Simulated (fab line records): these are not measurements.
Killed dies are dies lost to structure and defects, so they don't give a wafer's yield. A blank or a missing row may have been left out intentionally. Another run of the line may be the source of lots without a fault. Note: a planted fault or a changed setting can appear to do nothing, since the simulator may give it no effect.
Matching of chambers + flow n5-finfet + N5_BEOL_M0_SAQP_DESCUM_45 on rie-diel-02: 4 sister chambers
The step chemistry O2, time 7 s. 20 wafers are shown with their chamber, then 10 later ones without.

## EACH WAFER AND ITS CHAMBER
| wafer  | chamber | showerhead-plenum-p-Torr (Torr) | throttle-valve-pct (%) | drypump-motor-current-A (A) |
|--------|---------|---------------------------------|------------------------|-----------------------------|
| L079.2 | 0       | 2.15                            | 20.39                  | 5.8                         |
| L079.3 | 3       | 2.07                            | 20.74                  | 5.8                         |
| L079.6 | 1       | 2.11                            | 20.51                  | 5.9                         |
| L080.2 | 2       | 2.12                            | 20.19                  | 5.6                         |
| L080.3 | 0       | 2.15                            | 20.40                  | 5.8                         |
| L080.6 | 3       | 2.07                            | 20.76                  | 5.7                         |
| L081.2 | 0       | 2.15                            | 20.40                  | 5.8                         |
| L081.5 | 2       | 2.12                            | 20.19                  | 5.6                         |
| L081.6 | 1       | 2.10                            | 20.49                  | 5.9                         |
| L083.1 | 2       | 2.11                            | 20.19                  | 5.7                         |
| L083.2 | 3       | 2.07                            | 20.74                  | 5.7                         |
| L083.4 | 0       | 2.15                            | 20.40                  | 5.8                         |
| L084.2 | 0       | 2.15                            | 20.42                  | 5.8                         |
| L084.3 | 2       | 2.11                            | 20.20                  | 5.6                         |
| L084.6 | 2       | 2.11                            | 20.19                  | 5.7                         |
| L087.3 | 0       | 2.14                            | 20.41                  | 5.9                         |
| L087.5 | 3       | 2.06                            | 20.79                  | 5.8                         |
| L087.6 | 1       | 2.10                            | 20.49                  | 5.9                         |
| L091.1 | 3       | 2.06                            | 20.80                  | 5.7                         |
| L091.2 | 2       | 2.11                            | 19.86                  | 5.6                         |

SIGNATURES (means of the wafers above)
| reading                  | chamber 0 | chamber 1 | chamber 2 | chamber 3 | scatter within a chamber |
|--------------------------|-----------|-----------|-----------|-----------|--------------------------|
| showerhead-plenum-p-Torr | 2.1483    | 2.1033    | 2.1133    | 2.0660    | 0.00502                  |
| throttle-valve-pct       | 20.4033   | 20.4967   | 20.1367   | 20.7660   | 0.0774                   |
| drypump-motor-current-A  | 5.817     | 5.900     | 5.633     | 5.740     | 0.0459                   |
Rule: a wafer lies at a distance from a chamber equal to the root of the sum of squares, over the readings, of (its reading less the chamber's mean, divided by the reading's scatter). The wafer belongs to the nearest chamber; if the next one is less than 2 further off, it can't be placed. The scatter is the square root of a quotient: the sum, over the shown wafers, of each reading's squared deviation from its chamber's mean, divided by wafers minus chambers.

## WAFERS WITH NO CHAMBER GIVEN
| wafer  | showerhead-plenum-p-Torr (Torr) | throttle-valve-pct (%) | drypump-motor-current-A (A) |
|--------|---------------------------------|------------------------|-----------------------------|
| L091.6 | 2.14                            | 20.44                  | 5.8                         |
| L090.2 | 2.10                            | 20.52                  | 5.9                         |
| L090.4 | 2.11                            | 19.86                  | 5.6                         |
| L090.5 | 2.14                            | 20.44                  | 5.9                         |
| L094.2 | 2.10                            | 20.52                  | 5.9                         |
| L094.3 | 2.14                            | 20.45                  | 5.8                         |
| L094.5 | 2.14                            | 20.45                  | 5.8                         |
| L096.4 | 2.10                            | 20.52                  | 5.9                         |
| L096.5 | 2.14                            | 20.44                  | 5.8                         |
| L096.6 | 2.11                            | 19.86                  | 5.7                         |

## THE CHAMBER EACH PASSED THROUGH
| wafer  | from the rows above | in truth |
|--------|---------------------|----------|
| L091.6 | 0                   | 0        |
| L090.2 | 1                   | 1        |
| L090.4 | 2                   | 2        |
| L090.5 | 0                   | 0        |
| L094.2 | 1                   | 1        |
| L094.3 | 0                   | 0        |
| L094.5 | 0                   | 0        |
| L096.4 | 1                   | 1        |
| L096.5 | 0                   | 0        |
| L096.6 | 2                   | 2        |
Correct placement for 10 of the 10. From these rows, 0 cannot be placed. Wrongly placed: 0.
